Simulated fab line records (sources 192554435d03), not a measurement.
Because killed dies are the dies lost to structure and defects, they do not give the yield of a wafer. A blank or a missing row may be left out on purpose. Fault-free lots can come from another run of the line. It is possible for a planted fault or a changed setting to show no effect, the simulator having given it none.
A lot that was struck, set against a sound lot | flow n5-finfet | 25 out of 1938 route steps
Sound: these wafers, L807.1, L807.2, L807.5. The struck wafers were L794.3, L794.5, L794.6. Last of all comes the cause.
At each step with rows: each side's tool, then ch and its chambers, then its first start. Under that, the readings that differ: sound wafers | struck wafers | difference of the means | sigmas: that difference in standard deviations of wafers without a fault.
alike: readings whose means differ by less than 2 such deviations, and words and numbers that are the same on both sides. not compared: withheld readings, readings that some wafer has no value for, bounds like >300 that may hide the same value, and numbers for which the record gives no deviation and whose values overlap.
Wherever a step has rows on one side only, a row that says differs or no value, or a row with sigmas, the two part there. Numbers that have no deviation but don't overlap get no sigmas and don't part them. Lack of a reading on every wafer of one side parts them only where that side has two or more wafers.

first, 9 steps without rows for these wafers: N5_DUMMY_GATE_COAT_35 (time 60 s, resist thk 10 nm); N5_DUMMY_GATE_COAT_28 (time 60 s, resist thk 10 nm); N5_DUMMY_GATE_COAT_09 (resist thk 30 nm); N5_DUMMY_GATE_EBR_11; N5_DUMMY_GATE_SOFTBAKE_10 (time 60 s); N5_DUMMY_GATE_EXPOSE_12 (exposes mask GATE, target cd 25 nm); N5_DUMMY_GATE_PEB_13 (peb time 60 s); N5_DUMMY_GATE_DEVELOP_14 (develop time 30 s); N5_DUMMY_GATE_DESCUM_20 (chemistry O2, time 6.2 s).
N5_DUMMY_GATE_ETCH_29: etches underlayer in N2/H2, target depth 13 nm.
  sound on rie-diel-01 ch 0,2,3, day 8 17:15; struck on rie-diel-04 ch 1,2, day 5 14:37
  no value came back on the struck wafers for any of 7 readings (bias-w (W), chamber-pressure-mTorr (mTorr) and others); on the sound wafers bias-w (W) reads 149.9 149.9 149.5
  reading                                         | sound          | struck         | difference | sigmas
  model.CAR-EUV_of_DUMMY_GATE_COAT_09.thk-nm (nm) | 18.8 18.8 19.2 | 26.6 26.4 26.4 | +7.5       |
  not compared: rf-hours-counter-h
N5_DUMMY_GATE_ETCH_36: etches SiARC in CF4, target depth 13 nm.
  sound on rie-diel-01 ch 0,2,3, day 8 17:17; struck on rie-diel-04 ch 1,2, day 5 14:40
  reading                                         | sound          | struck         | difference | sigmas
  oes-product-au (a.u.)                           | 0.79 0.87 0.73 | 0.28 0.34 0.29 | -0.49      | -6
  model.CAR-EUV_of_DUMMY_GATE_COAT_09.thk-nm (nm) | 11.2 11 12     | 19.4 18.6 19.2 | +7.7       |
  alike: bias-w, cf4-flow-sccm, drypump-motor-current-A, rf-vpp-V, showerhead-plenum-p-Torr, throttle-valve-pct
  not compared: rf-hours-counter-h
N5_DUMMY_GATE_ETCH_37: etches SOC in N2/H2, target depth 60 nm, overetch 30 nm.
  sound on rie-diel-01 ch 0,2,3, day 8 17:20; struck on rie-diel-04 ch 1,2, day 5 14:42
  reading               | sound          | struck         | difference | sigmas
  oes-product-au (a.u.) | 0.62 0.68 0.59 | 0.28 0.35 0.29 | -0.32      | -5
  alike: bias-w, chamber-pressure-mTorr, drypump-motor-current-A, rf-vpp-V, showerhead-plenum-p-Torr, throttle-valve-pct
  not compared: rf-hours-counter-h
then, 4 steps without rows for these wafers: N5_DUMMY_GATE_STRIP_38 (strips in N2/H2); N5_DUMMY_GATE_STRIP_39 (strips in N2/H2); N5_DUMMY_GATE_TRIM_49 (chemistry O2, time 29 s, target cd 14 nm); N5_DUMMY_GATE_STRIP_40 (strips in CF4).
N5_DUMMY_GATE_CD_MEAS_50: target cd 14 nm.
  sound on cd-sem-02, day 8 17:41; struck on cd-sem-03, day 5 15:06
  reading    | sound          | struck | difference                    | sigmas
  cd-nm (nm) | 13.3 13.2 14.3 | - - -  | no value on the struck wafers |
then, 1 step without rows for these wafers: N5_DUMMY_GATE_STRIP_41 (strips in O2).
N5_DUMMY_GATE_HM_OPEN_21: chemistry CH3F/O2, target SiNx, target depth 120 nm, time 171.4 s.
  sound on rie-diel-02 ch 1,3, day 8 17:49; struck on rie-diel-02 ch 0,1,3, day 5 15:14
  reading               | sound          | struck         | difference | sigmas
  oes-product-au (a.u.) | 0.69 0.75 0.70 | 0.26 0.29 0.28 | -0.44      | -5
  alike: drypump-motor-current-A, rf-vpp-V, showerhead-plenum-p-Torr, throttle-valve-pct
  not compared: rf-hours-counter-h
then, 2 steps without rows for these wafers: N5_DUMMY_GATE_ETCH_32 (etches SiO2 in CF4, target depth 3.5 nm, time 3.9 s); N5_DUMMY_GATE_ETCH_23 (etches poly-Si in HBr/Cl2/O2, target depth 41 nm, time 22.3 s).
N5_DUMMY_GATE_ETCH_44: etches poly-Si in HBr/O2, stops on SiO2, target depth 127.5 nm.
  sound on rie-si-06 ch 2,3, day 8 18:04; struck on rie-si-06 ch 2,3, day 5 15:29
  reading               | sound             | struck            | difference | sigmas
  oes-product-au (a.u.) | 0.714 0.750 0.719 | 0.368 0.378 0.373 | -0.355     | -27
  alike: HBr_flow_sccm, O2_flow_sccm, drypump-motor-current-A, throttle-valve-pct
  not compared: rf-hours-counter-h
N5_DUMMY_GATE_CD_MEAS_24: target cd 15 nm.
  sound on cd-sem-03, day 8 18:11; struck on cd-sem-02, day 5 15:36
  reading    | sound          | struck | difference                    | sigmas
  cd-nm (nm) | 14.6 13.9 15.0 | - - -  | no value on the struck wafers |
N5_BEOL_M4_RC_MEAS_101:
  the record has rows for the sound wafers here (prober-01 ch 0, day 13 14:10) and none for the struck ones
-- the record jumps here: 9 days lie between the struck wafers' starts before and after (it left off in module BEOL_M4 and takes up again in module PASSIVATION, whose first step shown is number 1936 of the route) --
N5_PASSIVATION_PROBE_49:
  sound on prober-02, day 18 00:48; struck on prober-01, day 14 19:16
  reading                  | sound          | struck         | difference | sigmas
  defect-limited-yield (%) | 93.0 90.5 90.8 | 0 0 0          | -91        | -65
  killed-at-front-end      | 13 24 35       | 1130 1142 1119 | +1106      | +92
  killed-dies              | 83 112 109     | 1180 1180 1180 | +1079      | +63
  killed-on-rim            | 13 12 15       | 152 152 152    | +139       | +35
  sort_bin_5_function (%)  | 4.3 5.2 5.8    | 97.0 95.5 97.2 | +91.5      | +99 or more
  sort-n-pass              | 1097 1068 1071 | 0 0 0          | -1079      | -63
  sort-yield-pct (%)       | 93.0 90.5 90.8 | 0 0 0          | -91        | -65
  alike: killed_at_M0_to_M3, killed_at_M4_up, killed-at-contacts, killed-at-other, killed-open, killed-short, sort_bin_6_memory

WHERE THEY PART
At N5_DUMMY_GATE_ETCH_29 first; at N5_PASSIVATION_PROBE_49 last (within this record only).

WHY: what had been put in by the simulator
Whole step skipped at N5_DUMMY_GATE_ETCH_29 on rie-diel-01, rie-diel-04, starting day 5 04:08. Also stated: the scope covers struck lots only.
